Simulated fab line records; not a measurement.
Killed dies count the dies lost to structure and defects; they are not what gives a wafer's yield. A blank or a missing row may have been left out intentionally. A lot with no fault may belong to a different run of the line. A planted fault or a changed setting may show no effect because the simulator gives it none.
fab line records / flow nandHarc
[record] lots = 14 wafers = 42 lastDay = 33
route steps=1302 shown A_CONTACT@1086 HYBRID_BOND@1242 THIN_TSV@1280 END@1302
lots untouched by any fault: they come from a run of this same line in which no faults occurred
startH: hours from the record's opening day to when the first of the lot's shown wafers began / waitH: hours elapsed since this lot's preceding step / " unchanged from the row above / L1.1+2: a single row standing in for several wafers / - no value, or no start given / * or withheld: withheld / < > ~ a bound
route shown NAME@n: a module of which the file shows steps, and the number in the route of the first / usual: mean/standard deviation taken from wafers without a fault / same: alike in all rows / chamber/n: place in a boat / sites: each site's reading / _std_site: the standard deviation of these / _edge_site: mean of outer sites minus mean of inner sites / radiusMm: how far each site lies from the wafer's centre / mask NAME#n: copy n / behind: the tool/chamber that last shaped the wafer / hold: cause of the lot's hold/its duration in hours/its outcome / device: the n, p or np transistor that did not switch / end of line: tests run on the same wafers once the route is complete / a step given without rows: its recipe and nothing more / killed: the dies lost at the first sort to structure and to defects; this is not the yield of the wafer / map: a wafer's dies, marking killed ones x, the rest . and places with no die _
set.NAME: the run value of the setting; set.NAME@STEP: its run value at that earlier step / model.NAME: the simulator's own value behind a step, which no gauge read
the route's steps for a sample of lots (tables are steps, rows are wafers)
services: from which hour (startH, from the record's first day; less than 0 if before it) a tool's chamber was out of use, for how many hours, and why
[[steps]]
[step NHARC_A_CONTACT_ETCH_134]
[recipe] sourceW = withheld pressureMtorr = 20 biasV = withheld timeS = 140 targetDepthA = 7000 arFlowSccm = withheld c4f8FlowSccm = withheld o2FlowSccm = withheld chemistry = C4F8/O2/Ar
[usual] chamberPressureMTorr = 20.001/0.019
lot.wafer=L459.2 tool=harCapEtch-02 chamber=0 startH=510.21 waitH=- chamberPressureMTorr=19.966 rfHoursCounterH=81
lot.wafer=L459.1 tool=harCapEtch-02 chamber=1 startH=510.21 waitH=- chamberPressureMTorr=19.972 rfHoursCounterH=81
lot.wafer=L459.3 tool=harCapEtch-02 chamber=1 startH=510.21 waitH=- chamberPressureMTorr=19.997 rfHoursCounterH=-
lot.wafer=L458.1 tool=harCapEtch-01 chamber=1 startH=529.35 waitH=- chamberPressureMTorr=20.009 rfHoursCounterH=2
lot.wafer=L458.4 tool=harCapEtch-01 chamber=1 startH=529.35 waitH=- chamberPressureMTorr=20.024 rfHoursCounterH=-
lot.wafer=L458.3 tool=harCapEtch-01 chamber=0 startH=529.35 waitH=- chamberPressureMTorr=19.986 rfHoursCounterH=-
lot.wafer=L460.2 tool=harCapEtch-02 chamber=0 startH=535.89 waitH=- chamberPressureMTorr=19.993 rfHoursCounterH=87
lot.wafer=L460.6 tool=harCapEtch-02 chamber=0 startH=535.89 waitH=- chamberPressureMTorr=19.979 rfHoursCounterH=-
lot.wafer=L460.5 tool=harCapEtch-02 chamber=1 startH=535.89 waitH=- chamberPressureMTorr=20.008 rfHoursCounterH=-
lot.wafer=L461.2 tool=harCapEtch-01 chamber=1 startH=541.16 waitH=- chamberPressureMTorr=20.040 rfHoursCounterH=5
lot.wafer=L461.3 tool=harCapEtch-01 chamber=1 startH=541.16 waitH=- chamberPressureMTorr=19.965 rfHoursCounterH=-
lot.wafer=L461.5 tool=harCapEtch-01 chamber=0 startH=541.16 waitH=- chamberPressureMTorr=20.014 rfHoursCounterH=-
lot.wafer=L462.3 tool=harCapEtch-01 chamber=1 startH=549.00 waitH=- chamberPressureMTorr=20.003 rfHoursCounterH=-
lot.wafer=L462.4 tool=harCapEtch-01 chamber=0 startH=549.00 waitH=- chamberPressureMTorr=19.991 rfHoursCounterH=-
lot.wafer=L462.6 tool=harCapEtch-01 chamber=0 startH=549.00 waitH=- chamberPressureMTorr=20.028 rfHoursCounterH=-
lot.wafer=L463.2 tool=harCapEtch-03 chamber=0 startH=551.83 waitH=- chamberPressureMTorr=19.998 rfHoursCounterH=53
lot.wafer=L463.3 tool=harCapEtch-03 chamber=1 startH=551.83 waitH=- chamberPressureMTorr=20.006 rfHoursCounterH=-
lot.wafer=L463.5 tool=harCapEtch-03 chamber=0 startH=551.83 waitH=- chamberPressureMTorr=20.012 rfHoursCounterH=-
lot.wafer=L465.2 tool=harCapEtch-03 chamber=0 startH=585.63 waitH=- chamberPressureMTorr=19.972 rfHoursCounterH=58
lot.wafer=L465.1 tool=harCapEtch-03 chamber=1 startH=585.63 waitH=- chamberPressureMTorr=20.010 rfHoursCounterH=58
lot.wafer=L465.5 tool=harCapEtch-03 chamber=1 startH=585.63 waitH=- chamberPressureMTorr=19.990 rfHoursCounterH=-
lot.wafer=L464.1 tool=harCapEtch-02 chamber=1 startH=592.64 waitH=- chamberPressureMTorr=20.021 rfHoursCounterH=96
lot.wafer=L464.3 tool=harCapEtch-02 chamber=0 startH=592.64 waitH=- chamberPressureMTorr=19.995 rfHoursCounterH=-
lot.wafer=L464.6 tool=harCapEtch-02 chamber=1 startH=592.64 waitH=- chamberPressureMTorr=20.012 rfHoursCounterH=-
lot.wafer=L471.2 tool=harCapEtch-01 chamber=0 startH=642.66 waitH=- chamberPressureMTorr=20.016 rfHoursCounterH=24
lot.wafer=L471.4 tool=harCapEtch-01 chamber=1 startH=642.66 waitH=- chamberPressureMTorr=20.023 rfHoursCounterH=-
lot.wafer=L471.5 tool=harCapEtch-01 chamber=0 startH=642.66 waitH=- chamberPressureMTorr=19.994 rfHoursCounterH=-
lot.wafer=L476.1 tool=harCapEtch-02 chamber=1 startH=672.06 waitH=- chamberPressureMTorr=20.011 rfHoursCounterH=111
lot.wafer=L476.4 tool=harCapEtch-02 chamber=0 startH=672.06 waitH=- chamberPressureMTorr=20.008 rfHoursCounterH=-
lot.wafer=L476.5 tool=harCapEtch-02 chamber=1 startH=672.06 waitH=- chamberPressureMTorr=19.964 rfHoursCounterH=-
lot.wafer=L475.2 tool=harCapEtch-02 chamber=1 startH=681.19 waitH=- chamberPressureMTorr=19.999 rfHoursCounterH=112
lot.wafer=L475.4 tool=harCapEtch-02 chamber=0 startH=681.19 waitH=- chamberPressureMTorr=20.001 rfHoursCounterH=-
lot.wafer=L475.5 tool=harCapEtch-02 chamber=1 startH=681.19 waitH=- chamberPressureMTorr=20.019 rfHoursCounterH=-
lot.wafer=L479.2 tool=harCapEtch-01 chamber=0 startH=722.64 waitH=- chamberPressureMTorr=20.005 rfHoursCounterH=38
lot.wafer=L479.3 tool=harCapEtch-01 chamber=0 startH=722.64 waitH=- chamberPressureMTorr=20.006 rfHoursCounterH=-
lot.wafer=L479.6 tool=harCapEtch-01 chamber=1 startH=722.64 waitH=- chamberPressureMTorr=20.018 rfHoursCounterH=-
lot.wafer=L478.1 tool=harCapEtch-03 chamber=0 startH=726.24 waitH=- chamberPressureMTorr=19.985 rfHoursCounterH=85
lot.wafer=L478.2 tool=harCapEtch-03 chamber=1 startH=726.24 waitH=- chamberPressureMTorr=19.996 rfHoursCounterH=85
lot.wafer=L478.4 tool=harCapEtch-03 chamber=0 startH=726.24 waitH=- chamberPressureMTorr=20.003 rfHoursCounterH=-
lot.wafer=L480.1 tool=harCapEtch-01 chamber=1 startH=742.20 waitH=- chamberPressureMTorr=19.995 rfHoursCounterH=41
lot.wafer=L480.5 tool=harCapEtch-01 chamber=1 startH=742.20 waitH=- chamberPressureMTorr=20.009 rfHoursCounterH=-
lot.wafer=L480.6 tool=harCapEtch-01 chamber=0 startH=742.20 waitH=- chamberPressureMTorr=19.994 rfHoursCounterH=-
[step NHARC_HYBRID_BOND_OVL_MEAS_05]
[usual] overlayXNm = 3/32 overlayYNm = 1/33
lot.wafer=L459.1 tool=overlay-01 chamber=- startH=541.33 waitH=0.4 overlayXNm=-25 overlayYNm=22
lot.wafer=L459.2 tool=overlay-01 chamber=- startH=541.33 waitH=0.4 overlayXNm=-11 overlayYNm=15
lot.wafer=L459.3 tool=overlay-01 chamber=- startH=541.33 waitH=0.4 overlayXNm=-27 overlayYNm=18
lot.wafer=L458.1 tool=overlay-01 chamber=- startH=561.52 waitH=0.4 overlayXNm=11 overlayYNm=-15
lot.wafer=L458.3 tool=overlay-01 chamber=- startH=561.52 waitH=0.4 overlayXNm=5 overlayYNm=-38
lot.wafer=L458.4 tool=overlay-01 chamber=- startH=561.52 waitH=0.4 overlayXNm=-1 overlayYNm=40
lot.wafer=L460.2 tool=overlay-02 chamber=- startH=566.97 waitH=0.4 overlayXNm=39 overlayYNm=36
lot.wafer=L460.5 tool=overlay-02 chamber=- startH=566.97 waitH=0.4 overlayXNm=17 overlayYNm=-46
lot.wafer=L460.6 tool=overlay-02 chamber=- startH=566.97 waitH=0.4 overlayXNm=-41 overlayYNm=0
lot.wafer=L461.2 tool=overlay-02 chamber=- startH=571.25 waitH=0.4 overlayXNm=-14 overlayYNm=33
lot.wafer=L461.3 tool=overlay-02 chamber=- startH=571.25 waitH=0.4 overlayXNm=67 overlayYNm=3
lot.wafer=L461.5 tool=overlay-02 chamber=- startH=571.25 waitH=0.4 overlayXNm=72 overlayYNm=5
lot.wafer=L463.2 tool=overlay-01 chamber=- startH=579.59 waitH=0.4 overlayXNm=0 overlayYNm=61
lot.wafer=L463.3 tool=overlay-01 chamber=- startH=579.59 waitH=0.4 overlayXNm=76 overlayYNm=-13
lot.wafer=L463.5 tool=overlay-01 chamber=- startH=579.59 waitH=0.4 overlayXNm=-31 overlayYNm=-3
lot.wafer=L462.3 tool=overlay-02 chamber=- startH=579.59 waitH=0.4 overlayXNm=-5 overlayYNm=14
lot.wafer=L462.4 tool=overlay-02 chamber=- startH=579.59 waitH=0.4 overlayXNm=26 overlayYNm=49
lot.wafer=L462.6 tool=overlay-02 chamber=- startH=579.59 waitH=0.4 overlayXNm=37 overlayYNm=-35
lot.wafer=L465.1 tool=overlay-02 chamber=- startH=616.26 waitH=0.4 overlayXNm=57 overlayYNm=45
lot.wafer=L465.2 tool=overlay-02 chamber=- startH=616.26 waitH=0.4 overlayXNm=5 overlayYNm=21
lot.wafer=L465.5 tool=overlay-02 chamber=- startH=616.26 waitH=0.4 overlayXNm=52 overlayYNm=-15
lot.wafer=L464.1 tool=overlay-02 chamber=- startH=624.56 waitH=0.4 overlayXNm=-16 overlayYNm=-3
lot.wafer=L464.3 tool=overlay-02 chamber=- startH=624.56 waitH=0.4 overlayXNm=17 overlayYNm=-4
lot.wafer=L464.6 tool=overlay-02 chamber=- startH=624.56 waitH=0.4 overlayXNm=27 overlayYNm=21
lot.wafer=L471.2 tool=overlay-01 chamber=- startH=675.36 waitH=0.4 overlayXNm=51 overlayYNm=26
lot.wafer=L471.4 tool=overlay-01 chamber=- startH=675.36 waitH=0.4 overlayXNm=34 overlayYNm=50
lot.wafer=L471.5 tool=overlay-01 chamber=- startH=675.36 waitH=0.4 overlayXNm=28 overlayYNm=2
lot.wafer=L476.1 tool=overlay-02 chamber=- startH=702.56 waitH=0.4 overlayXNm=44 overlayYNm=9
lot.wafer=L476.4 tool=overlay-02 chamber=- startH=702.56 waitH=0.4 overlayXNm=-15 overlayYNm=-32
lot.wafer=L476.5 tool=overlay-02 chamber=- startH=702.56 waitH=0.4 overlayXNm=-58 overlayYNm=-20
lot.wafer=L475.2 tool=overlay-02 chamber=- startH=712.92 waitH=0.4 overlayXNm=9 overlayYNm=-42
lot.wafer=L475.4 tool=overlay-02 chamber=- startH=712.92 waitH=0.4 overlayXNm=-8 overlayYNm=60
lot.wafer=L475.5 tool=overlay-02 chamber=- startH=712.92 waitH=0.4 overlayXNm=-28 overlayYNm=-56
lot.wafer=L479.2 tool=overlay-02 chamber=- startH=753.01 waitH=0.4 overlayXNm=8 overlayYNm=-31
lot.wafer=L479.3 tool=overlay-02 chamber=- startH=753.01 waitH=0.4 overlayXNm=21 overlayYNm=-4
lot.wafer=L479.6 tool=overlay-02 chamber=- startH=753.01 waitH=0.4 overlayXNm=-39 overlayYNm=7
lot.wafer=L478.1 tool=overlay-02 chamber=- startH=758.77 waitH=0.4 overlayXNm=35 overlayYNm=-9
lot.wafer=L478.2 tool=overlay-02 chamber=- startH=758.77 waitH=0.4 overlayXNm=66 overlayYNm=42
lot.wafer=L478.4 tool=overlay-02 chamber=- startH=758.77 waitH=0.4 overlayXNm=-37 overlayYNm=-47
lot.wafer=L480.1 tool=overlay-02 chamber=- startH=772.43 waitH=0.4 overlayXNm=40 overlayYNm=34
lot.wafer=L480.5 tool=overlay-02 chamber=- startH=772.43 waitH=0.4 overlayXNm=-6 overlayYNm=55
lot.wafer=L480.6 tool=overlay-02 chamber=- startH=772.43 waitH=0.4 overlayXNm=-9 overlayYNm=-36
[step NHARC_THIN_TSV_PRE_CLEAN_54]
[recipe] timeS = 30 tempC = 280 gas = H2/He
[usual] heaterPowerW = 408/43
lot.wafer=L459.1 tool=pvdSputter-01 chamber=- startH=548.88 waitH=0.1 heaterPowerW=459
lot.wafer=L459.3 tool=pvdSputter-01 chamber=- startH=548.88 waitH=0.1 heaterPowerW=340
lot.wafer=L459.2 tool=pvdSputter-01 chamber=- startH=548.88 waitH=0.1 heaterPowerW=391
lot.wafer=L458.4 tool=pvdSputter-03 chamber=- startH=569.17 waitH=0.0 heaterPowerW=349
lot.wafer=L458.1 tool=pvdSputter-03 chamber=- startH=569.17 waitH=0.0 heaterPowerW=393
lot.wafer=L458.3 tool=pvdSputter-03 chamber=- startH=569.17 waitH=0.0 heaterPowerW=374
lot.wafer=L460.2 tool=pvdSputter-02 chamber=- startH=574.54 waitH=0.1 heaterPowerW=454
lot.wafer=L460.5 tool=pvdSputter-02 chamber=- startH=574.54 waitH=0.1 heaterPowerW=481
lot.wafer=L460.6 tool=pvdSputter-02 chamber=- startH=574.54 waitH=0.1 heaterPowerW=421
lot.wafer=L461.2 tool=pvdSputter-01 chamber=- startH=578.80 waitH=0.0 heaterPowerW=457
lot.wafer=L461.3 tool=pvdSputter-01 chamber=- startH=578.80 waitH=0.0 heaterPowerW=414
lot.wafer=L461.5 tool=pvdSputter-01 chamber=- startH=578.80 waitH=0.0 heaterPowerW=407
lot.wafer=L462.4 tool=pvdSputter-03 chamber=- startH=587.59 waitH=0.0 heaterPowerW=348
lot.wafer=L462.3 tool=pvdSputter-03 chamber=- startH=587.59 waitH=0.0 heaterPowerW=446
lot.wafer=L462.6 tool=pvdSputter-03 chamber=- startH=587.59 waitH=0.0 heaterPowerW=353
lot.wafer=L463.3 tool=pvdSputter-02 chamber=- startH=588.69 waitH=0.1 heaterPowerW=439
lot.wafer=L463.2 tool=pvdSputter-02 chamber=- startH=588.69 waitH=0.1 heaterPowerW=438
lot.wafer=L463.5 tool=pvdSputter-02 chamber=- startH=588.69 waitH=0.1 heaterPowerW=455
lot.wafer=L465.2 tool=pvdSputter-03 chamber=- startH=623.96 waitH=0.1 heaterPowerW=372
lot.wafer=L465.1 tool=pvdSputter-03 chamber=- startH=623.96 waitH=0.1 heaterPowerW=359
lot.wafer=L465.5 tool=pvdSputter-03 chamber=- startH=623.96 waitH=0.1 heaterPowerW=351
lot.wafer=L464.3 tool=pvdSputter-03 chamber=- startH=632.18 waitH=0.0 heaterPowerW=352
lot.wafer=L464.1 tool=pvdSputter-03 chamber=- startH=632.18 waitH=0.0 heaterPowerW=446
lot.wafer=L464.6 tool=pvdSputter-03 chamber=- startH=632.18 waitH=0.0 heaterPowerW=360
lot.wafer=L471.2 tool=pvdSputter-03 chamber=- startH=684.46 waitH=0.1 heaterPowerW=354
lot.wafer=L471.4 tool=pvdSputter-03 chamber=- startH=684.46 waitH=0.1 heaterPowerW=461
lot.wafer=L471.5 tool=pvdSputter-03 chamber=- startH=684.46 waitH=0.1 heaterPowerW=349
lot.wafer=L476.4 tool=pvdSputter-03 chamber=- startH=710.11 waitH=0.0 heaterPowerW=359
lot.wafer=L476.1 tool=pvdSputter-03 chamber=- startH=710.11 waitH=0.0 heaterPowerW=373
lot.wafer=L476.5 tool=pvdSputter-03 chamber=- startH=710.11 waitH=0.0 heaterPowerW=349
lot.wafer=L475.4 tool=pvdSputter-01 chamber=- startH=720.36 waitH=0.0 heaterPowerW=403
lot.wafer=L475.2 tool=pvdSputter-01 chamber=- startH=720.36 waitH=0.0 heaterPowerW=393
lot.wafer=L475.5 tool=pvdSputter-01 chamber=- startH=720.36 waitH=0.0 heaterPowerW=402
lot.wafer=L479.3 tool=pvdSputter-03 chamber=- startH=761.75 waitH=0.1 heaterPowerW=376
lot.wafer=L479.2 tool=pvdSputter-03 chamber=- startH=761.75 waitH=0.1 heaterPowerW=363
lot.wafer=L479.6 tool=pvdSputter-03 chamber=- startH=761.75 waitH=0.1 heaterPowerW=382
lot.wafer=L478.2 tool=pvdSputter-03 chamber=- startH=766.48 waitH=0.1 heaterPowerW=375
lot.wafer=L478.1 tool=pvdSputter-03 chamber=- startH=766.48 waitH=0.1 heaterPowerW=462
lot.wafer=L478.4 tool=pvdSputter-03 chamber=- startH=766.48 waitH=0.1 heaterPowerW=375
lot.wafer=L480.1 tool=pvdSputter-01 chamber=- startH=780.59 waitH=0.1 heaterPowerW=392
lot.wafer=L480.6 tool=pvdSputter-01 chamber=- startH=780.59 waitH=0.1 heaterPowerW=353
lot.wafer=L480.5 tool=pvdSputter-01 chamber=- startH=780.59 waitH=0.1 heaterPowerW=413
[step NHARC_END_SORT_01]
[recipe] tempC = 25
[usual] killedAtArray = 62/20 killedAtOther = 0.8/1.1 killedAtPeriphery = 3.5/2.4 killedDies = 66/21 killedOpen = 3.5/1.9 killedShort = 2.5/1.7
[same] grossDies = 677
lot.wafer=L476.1 tool=prober-02 chamber=0 startH=720.57 waitH=2.5 killedAtArray=158 killedAtOther=4 killedAtPeriphery=5 killedDies=167 killedOpen=4 killedShort=6
lot.wafer=L476.4 tool=prober-02 chamber=0 startH=722.94 waitH=3.4 killedAtArray=115 killedAtOther=2 killedAtPeriphery=1 killedDies=118 killedOpen=3 killedShort=2
lot.wafer=L476.5 tool=prober-02 chamber=0 startH=723.73 waitH=3.7 killedAtArray=150 killedAtOther=1 killedAtPeriphery=4 killedDies=155 killedOpen=2 killedShort=5
lot.wafer=L475.2 tool=prober-02 chamber=0 startH=731.24 waitH=2.8 killedAtArray=147 killedAtOther=0 killedAtPeriphery=2 killedDies=149 killedOpen=1 killedShort=3
lot.wafer=L475.4 tool=prober-02 chamber=0 startH=732.81 waitH=3.4 killedAtArray=122 killedAtOther=4 killedAtPeriphery=7 killedDies=133 killedOpen=5 killedShort=3
lot.wafer=L475.5 tool=prober-02 chamber=0 startH=733.60 waitH=3.6 killedAtArray=146 killedAtOther=1 killedAtPeriphery=4 killedDies=151 killedOpen=3 killedShort=0
// killed by level:class
L476.1 A_CONTACT:unspecified=80 A_CHANNEL_HOLE_D1:chamberFilmFlake=33 A_SLIT:chamberFilmFlake=31 THIN_TSV:chamberFilmFlake=4 P_M1:geometricParticle:open=2 A_WL_FILL:geometricParticle:short=2 A_CHANNEL_FILL_D2:chamberFilmFlake=2 A_STAIRCASE:chamberFilmFlake=2
L476.4 A_CONTACT:unspecified=52 A_CHANNEL_HOLE_D1:chamberFilmFlake=33 A_SLIT:chamberFilmFlake=26 THIN_TSV:chamberFilmFlake=2 P_M0:geometricParticle:open=1 A_CHANNEL_FILL_D1:geometricParticle:short=1 A_ONON_D2:geometricParticle:open=1 A_CHANNEL_HOLE_D2:geometricParticle:open=1
L476.5 A_CONTACT:unspecified=81 A_CHANNEL_HOLE_D1:chamberFilmFlake=30 A_SLIT:chamberFilmFlake=30 A_CONTACT:chamberFilmFlake=3 A_CHANNEL_FILL_D1:geometricParticle:short=2 P_STI:geometricParticle:short=1 P_CONTACT:geometricParticle:short=1 P_M1:geometricParticle:open=1
L475.2 A_CONTACT:unspecified=70 A_SLIT:chamberFilmFlake=35 A_CHANNEL_HOLE_D2:chamberFilmFlake=26 A_CHANNEL_HOLE_D1:chamberFilmFlake=5 A_CONTACT:chamberFilmFlake=4 A_ONON_D2:geometricParticle:short=2 P_GATE:chamberFilmFlake=2 A_WL_FILL:chamberFilmFlake=2
L475.4 A_CONTACT:unspecified=54 A_SLIT:chamberFilmFlake=31 A_CHANNEL_HOLE_D2:chamberFilmFlake=19 A_CHANNEL_HOLE_D1:chamberFilmFlake=12 P_STI:chamberFilmFlake=3 THIN_TSV:chamberFilmFlake=3 P_CONTACT:geometricParticle:open=2 P_CONTACT:geometricParticle:short=1
L475.5 A_CONTACT:unspecified=81 A_SLIT:chamberFilmFlake=30 A_CHANNEL_HOLE_D2:chamberFilmFlake=14 A_CHANNEL_HOLE_D1:chamberFilmFlake=6 A_WL_FILL:chamberFilmFlake=4 A_CONTACT:chamberFilmFlake=3 P_STI:chamberFilmFlake=3 A_CHANNEL_FILL_D2:chamberFilmFlake=2
[[services]]
tool=harCapEtch-01 chamber=- startH=500.04 hours=17.0 kind=pm
tool=harCapEtch-01 chamber=0 startH=500.04 hours=17.0 kind=ventCycle
tool=harCapEtch-01 chamber=1 startH=500.04 hours=17.0 kind=ventCycle
tool=harCapEtch-01 chamber=0 startH=517.04 hours=- kind=clean
tool=harCapEtch-01 chamber=1 startH=517.04 hours=- kind=clean
tool=pvdSputter-03 chamber=- startH=538.22 hours=10.0 kind=pm
tool=pvdSputter-01 chamber=- startH=582.00 hours=10.0 kind=pm
tool=pvdSputter-02 chamber=- startH=638.08 hours=10.0 kind=pm
tool=pvdSputter-03 chamber=- startH=663.61 hours=0.7 kind=repair
tool=pvdSputter-01 chamber=- startH=669.47 hours=1.7 kind=repair
tool=pvdSputter-03 chamber=- startH=678.42 hours=0.5 kind=repair
tool=pvdSputter-01 chamber=- startH=685.02 hours=4.3 kind=repair
tool=pvdSputter-03 chamber=- startH=716.22 hours=10.0 kind=pm
tool=pvdSputter-02 chamber=- startH=752.12 hours=5.2 kind=repair
tool=harCapEtch-02 chamber=- startH=754.00 hours=17.0 kind=pm
tool=harCapEtch-02 chamber=0 startH=754.00 hours=17.0 kind=ventCycle
tool=harCapEtch-02 chamber=1 startH=754.00 hours=17.0 kind=ventCycle
tool=harCapEtch-02 chamber=0 startH=771.00 hours=- kind=clean
tool=harCapEtch-02 chamber=1 startH=771.00 hours=- kind=clean
[[key]]
[firstSign] step = NHARC_END_SORT_01 reading = killedDies direction = up sigmas = 3.9 usual = 66 struck = 146
[effect] step = NHARC_END_SORT_01 reading = killedAtArray direction = up sigmas = 3.8 usual = 62 struck = 140
[moreKillsBornAt] NHARC_A_CONTACT_ETCH_134@harCapEtch-02 = 406
metAt NHARC_A_CONTACT_ETCH_134
struckLots L475,L476
testerLeftOut L475,L476
notActingAt NHARC_HYBRID_BOND_OVL_MEAS_05,NHARC_THIN_TSV_PRE_CLEAN_54
onsetBetween 592.64 672.06
[fault] kind = chamberParticleSource tool = harCapEtch-02 chamber = - onsetH = 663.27 steps = NHARC_A_CONTACT_ETCH_134 ratePerVisitCm2 = 0.64871 endH = 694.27
// testerLeftOut: of these lots the tester's yield and bins aren't shown, on N5 and GAA mostly nor the transistor test; their killed dies are dies lost to structure and defects alone, not to doping, threshold or leakage, so they don't give the yield
